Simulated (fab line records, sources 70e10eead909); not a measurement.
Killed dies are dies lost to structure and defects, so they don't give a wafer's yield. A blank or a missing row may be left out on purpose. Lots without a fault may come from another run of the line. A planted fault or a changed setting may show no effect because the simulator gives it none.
Chamber matching | flow nand_harc | NHARC_P_BONDPAD_ETCH_37 on rie_diel-01: 4 sister chambers
The step etches the open film in N2/H2, target depth 60 nm, overetch 18 nm, time 65.91 s. 24 wafers are shown with their chamber, then 12 later ones without.

WAFERS WITH THEIR CHAMBER
wafer  | chamber | drypump_motor_current_A (A) | rf_vpp_V (V) | oes_product_au (a.u.)
L074.1 | 0       | 5.5                         | 429.4        | 0.989
L074.3 | 3       | 6.5                         | 428.7        | 0.993
L074.5 | 1       | 5.8                         | 431.8        | 1.003
L075.1 | 3       | 6.5                         | 430.0        | 0.993
L075.2 | 1       | 5.8                         | 431.9        | 1.011
L075.4 | 0       | 5.5                         | 430.2        | 0.988
L077.1 | 3       | 6.5                         | 429.3        | 0.983
L077.5 | 1       | 5.8                         | 430.6        | 1.004
L077.6 | 2       | 5.2                         | 428.1        | 0.999
L076.1 | 1       | 5.8                         | 432.9        | 0.999
L076.4 | 0       | 5.4                         | 427.8        | 0.988
L076.5 | 1       | 5.8                         | 433.5        | 0.999
L078.3 | 2       | 5.2                         | 428.1        | 0.991
L078.5 | 3       | 6.5                         | 429.0        | 0.992
L078.6 | 2       | 5.2                         | 427.2        | 0.994
L082.1 | 1       | 5.8                         | 434.3        | 1.001
L082.2 | 2       | 5.2                         | 428.1        | 0.996
L082.3 | 0       | 5.5                         | 429.3        | 1.001
L087.1 | 0       | 5.5                         | 428.8        | 0.996
L087.5 | 1       | 5.8                         | 431.1        | 1.009
L087.6 | 2       | 5.2                         | 426.6        | 1.001
L089.1 | 1       | 5.8                         | 433.4        | 1.008
L089.2 | 2       | 5.2                         | 428.8        | 1.006
L089.6 | 3       | 6.5                         | 430.1        | 1.013

SIGNATURES (means of the wafers above)
reading                 | chamber 0 | chamber 1 | chamber 2 | chamber 3 | scatter within a chamber
drypump_motor_current_A | 5.480     | 5.800     | 5.200     | 6.500     | 0.02
rf_vpp_V                | 429.100   | 432.438   | 427.817   | 429.420   | 0.982
oes_product_au          | 0.99240   | 1.00425   | 0.99783   | 0.99480   | 0.00676
Rule: a wafer's distance from a chamber is the root of the sum, over the readings, of the square of ((its reading less the chamber's mean) divided by the reading's scatter). The wafer belongs to the nearest chamber; if the next one is less than 2 further off, it can't be placed. The scatter: the root of (the sum of the squares of (reading less its chamber's mean) over the shown wafers, divided by (wafers less chambers)).

WAFERS WITHOUT THEIR CHAMBER
wafer  | drypump_motor_current_A (A) | rf_vpp_V (V) | oes_product_au (a.u.)
L088.1 | 5.5                         | 427.9        | 0.995
L088.5 | 5.2                         | 427.5        | 1.002
L088.6 | 6.5                         | 431.3        | 0.999
L090.2 | 6.5                         | 431.0        | 1.011
L090.4 | 5.8                         | 431.5        | 1.001
L090.6 | 5.8                         | 432.0        | 1.004
L092.3 | 6.5                         | 430.3        | 1.004
L092.4 | 5.2                         | 426.4        | 1.003
L092.5 | 5.2                         | 428.3        | 1.010
L093.2 | 6.5                         | 429.8        | 0.996
L093.3 | 5.2                         | 427.1        | 1.004
L093.5 | 5.2                         | 427.9        | 1.003

WHICH CHAMBER EACH WENT THROUGH
wafer  | from the rows above | in truth
L088.1 | 0                   | 0
L088.5 | 2                   | 2
L088.6 | 3                   | 3
L090.2 | 3                   | 3
L090.4 | 1                   | 1
L090.6 | 1                   | 1
L092.3 | 3                   | 3
L092.4 | 2                   | 2
L092.5 | 2                   | 2
L093.2 | 3                   | 3
L093.3 | 2                   | 2
L093.5 | 2                   | 2
Placed correctly: 12 of 12. Can't be placed from these rows: 0. Placed wrongly: 0.
